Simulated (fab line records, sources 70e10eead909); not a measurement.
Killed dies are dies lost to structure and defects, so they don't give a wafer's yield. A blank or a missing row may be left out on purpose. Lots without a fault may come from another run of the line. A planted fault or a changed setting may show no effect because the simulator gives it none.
A struck lot beside a sound one | flow nand_harc | 14 steps out of a route of 1159
Sound: wafers L431.1, L431.3, L431.5. Struck: wafer L435.5. (L435.4 of the same lot was not struck and is left out.) The cause comes at the end.
At each step with rows: each side's tool, then ch and its chambers, then its first start. Under that, the readings that differ: sound wafers | struck wafers | difference of the means | sigmas: that difference in standard deviations of wafers without a fault.
alike: readings whose means differ by less than 2 such deviations, and words and numbers that are the same on both sides. not compared: withheld readings, readings that some wafer has no value for, bounds like >300 that may hide the same value, and numbers for which the record gives no deviation and whose values overlap.
The two part at a step that has a row with sigmas, a row that says differs or no value, or rows on one side only. Numbers that don't overlap but have no deviation are shown without sigmas and don't part them. A reading that every wafer of one side lacks parts them only if that side has two wafers or more.

first, 5 steps without rows for these wafers: NHARC_P_GATE_SOFTBAKE_21 (time 55 s); NHARC_P_GATE_EBR_22; NHARC_P_GATE_EXPOSE_23 (exposes mask P GATE, target cd 120 nm); NHARC_P_GATE_PEB_24 (peb time 65 s); NHARC_P_GATE_DEVELOP_25 (develop time 35 s).
NHARC_P_GATE_CD_MEAS_26: target cd 120 nm.
  sound on cd_sem-03 ch 0, day 4 11:19; struck on cd_sem-01 ch 0, day 5 14:58
  alike: cd_nm
NHARC_P_GATE_OVL_MEAS_27:
  sound on overlay-01, day 4 11:25; struck on overlay-01, day 5 15:03
  alike: overlay_x_nm, overlay_y_nm
NHARC_P_GATE_INSPECT_28:
  sound on defect_inspect-02, day 4 11:26; struck on defect_inspect-01, day 5 15:05
  alike: raw_defect_count
NHARC_P_GATE_DESCUM_31: chemistry O2, time 3 s.
  sound on rie_diel-13 ch 1,2, day 4 11:31; struck on rie_diel-03 ch 3, day 5 15:09
  reading                     | sound             | struck | difference | sigmas
  drypump_motor_current_A (A) | 5.0 6.0 5.0       | 6.5    | +1.2       | +2
  oes_product_au (a.u.)       | 0.965 0.992 0.961 | 1.002  | +0.029     | +2
  alike: rf_vpp_V, showerhead_plenum_p_Torr, throttle_valve_pct
  not compared: rf_hours_counter_h
NHARC_P_GATE_ETCH_104: etches the open film in CF4/CHF3, target depth 60 nm.
  sound on rie_diel-13 ch 1,2,3, day 4 11:39; struck on rie_diel-03 ch 1, day 5 15:22
  reading                         | sound             | struck | difference | sigmas
  oes_product_au (a.u.)           | 0.905 0.933 0.911 | 0.969  | +0.053     | +2
  rf_vpp_V (V)                    | 369.4 366.0 369.0 | 374.6  | +6.5       | +3
  showerhead_plenum_p_Torr (Torr) | 1.56 1.46 1.55    | 1.69   | +0.17      | +3
  alike: drypump_motor_current_A, throttle_valve_pct
NHARC_P_GATE_HM_OPEN_105: chemistry O2/COS, target depth 360 nm.
  sound on rie_diel-13 ch 0,1,2; struck on rie_diel-03 ch 2
  reading               | sound             | struck | difference | sigmas
  oes_product_au (a.u.) | 1.001 0.982 0.962 | 1.008  | +0.026     | +2
  alike: drypump_motor_current_A, rf_vpp_V, showerhead_plenum_p_Torr, throttle_valve_pct
  not compared: rf_hours_counter_h
then, 1 step without rows for these wafers: NHARC_P_GATE_STRIP_106 (strips in O2/COS).
NHARC_P_GATE_ETCH_114: etches the open film in CF4/O2, target depth 30 nm, overetch 3 nm, time 16.5 s.
  sound on rie_diel-13 ch 0,1,2, day 4 12:00; struck on rie_diel-03 ch 3, day 5 15:00
  reading               | sound             | struck | difference | sigmas
  oes_ar_750_au (a.u.)  | 1.005 1.001 1.004 | 0.992  | -0.011     | -3
  oes_product_au (a.u.) | 0.958 0.998 1.009 | 0.924  | -0.064     | -5
  alike: drypump_motor_current_A, rf_vpp_V, showerhead_plenum_p_Torr, throttle_valve_pct
  not compared: rf_hours_counter_h
NHARC_P_GATE_ETCH_32: etches the open film in HBr/Cl2, target depth 150 nm, time 100.1 s.
  sound on rie_si-04 ch 1,3, day 4 12:11; struck on rie_si-06 ch 1, day 5 15:46
  alike: drypump_motor_current_A, mfc_cl2_sccm, oes_product_au, throttle_valve_pct
  not compared: rf_hours_counter_h

WHERE THEY PART
First at NHARC_P_GATE_DESCUM_31; last, within this record, at NHARC_P_GATE_ETCH_114. Later steps at which nothing parts them and some readings are alike: NHARC_P_GATE_ETCH_32.

WHY: what the simulator had put in
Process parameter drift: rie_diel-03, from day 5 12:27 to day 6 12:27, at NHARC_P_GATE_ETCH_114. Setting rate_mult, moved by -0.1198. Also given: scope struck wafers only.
